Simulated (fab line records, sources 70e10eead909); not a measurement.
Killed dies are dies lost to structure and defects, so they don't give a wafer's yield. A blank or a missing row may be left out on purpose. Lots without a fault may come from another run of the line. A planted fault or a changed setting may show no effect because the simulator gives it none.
One fault seen from 3 desks | flow nand_harc | each desk has only its own numbers; what lay behind them comes last

THE METROLOGY DESK
What the gauges read, lot by lot, whatever tool the lot ran on: means of the sampled wafers that have a number. A lot is out of limits, marked OUT, if its mean lies more than 4 standard deviations from the usual mean; the brackets give that distance.
Columns: A = thk_nm at NHARC_A_ONON_D1_THK_MEAS_08, usual 997 nm
lot  | first seen here | A
L137 | day 8 03:24     | 973
L139 | day 8 03:26     | 1003
L138 | day 8 03:29     | 992
L140 | day 8 13:20     | 988
L144 | day 9 05:56     | 1002
L145 | day 9 05:58     | 981
L147 | day 9 18:36     | 1006
L148 | day 10 23:02    | 1011
L154 | day 11 22:19    | 1009
L156 | day 11 22:41    | 1002
L158 | day 12 20:57    | 1027
L160 | day 13 04:20    | 1013
This desk's finding: nothing out of limits on any of the 12 lots.

THE DEFECT DESK
What the inspections along the route counted, lot by lot: means of the sampled wafers that have a number. A lot is out of limits, marked OUT, if its mean lies more than 4 standard deviations from the usual mean; the brackets give that distance.
Columns: A = raw_defect_count at NHARC_A_CHANNEL_HOLE_D1_INSPECT_40, usual 62
lot  | first seen here | A
L139 | day 9 00:29     | 64
L137 | day 9 00:33     | 68
L138 | day 9 04:31     | 46
L140 | day 9 12:28     | 53
L145 | day 10 03:42    | 46
L144 | day 10 04:52    | 83
L147 | day 10 18:05    | 794 (+46) OUT
L148 | day 12 00:09    | 764 (+44) OUT
L156 | day 12 20:55    | 64
L154 | day 13 00:58    | 52
L158 | day 13 19:35    | 50
L160 | day 14 06:29    | 59
This desk's finding: out of limits on L147, L148; first on L147, day 10 18:05 (raw_defect_count at NHARC_A_CHANNEL_HOLE_D1_INSPECT_40). In limits: L139, L137, L138, L140, L145, L144, L156, L154, L158, L160.

THE TOOL OWNER'S DESK: har_etch-01
The tool's own readings at NHARC_A_CHANNEL_HOLE_D1_ETCH_19 (etches the open film in C4F8/O2/Ar, time 34.5 s): means of the sampled wafers that have a number, for each lot that ran on this tool. A lot is out of limits, marked OUT, if its mean lies more than 4 standard deviations from the usual mean; the brackets give that distance.
Columns: A = bias_v at NHARC_A_CHANNEL_HOLE_D1_ETCH_19, usual 1200 V; B = drypump_motor_current_A at NHARC_A_CHANNEL_HOLE_D1_ETCH_19, usual 5.8 A; C = showerhead_plenum_p_Torr at NHARC_A_CHANNEL_HOLE_D1_ETCH_19, usual 3.74 Torr; D = throttle_valve_pct at NHARC_A_CHANNEL_HOLE_D1_ETCH_19, usual 37.038 %
lot  | first seen here | A    | B   | C    | D
L137 | day 8 18:49     | 1208 | 5.2 | 3.72 | 37.043
L140 | day 9 06:27     | 1199 | 5.3 | 3.72 | 37.043
L144 | day 9 23:01     | 1214 | 5.3 | 3.79 | 37.038
L147 | day 10 12:02    | 1188 | 5.3 | 3.79 | 37.038
L148 | day 11 18:26    | 1198 | 5.4 | 3.86 | 37.028
This desk's finding: nothing out of limits on any of the 5 lots.

PUT TOGETHER
The defect desk could have raised an alarm at day 10 18:05, on L147, L148.
The metrology desk saw nothing out of limits.
The tool owner's desk saw nothing out of limits.
The metrology desk has L147, L148 on record, within its limits.
The tool owner's desk has L147, L148 on record, within its limits.
Of the lots named, all ran NHARC_A_CHANNEL_HOLE_D1_ETCH_19 on har_etch-01.

WHAT THE SIMULATOR HAD PUT IN
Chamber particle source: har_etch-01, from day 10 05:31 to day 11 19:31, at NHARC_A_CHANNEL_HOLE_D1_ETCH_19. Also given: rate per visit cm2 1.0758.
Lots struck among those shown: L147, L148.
Hours from the fault's start to each desk's first reading out of limits: the defect desk, 13.
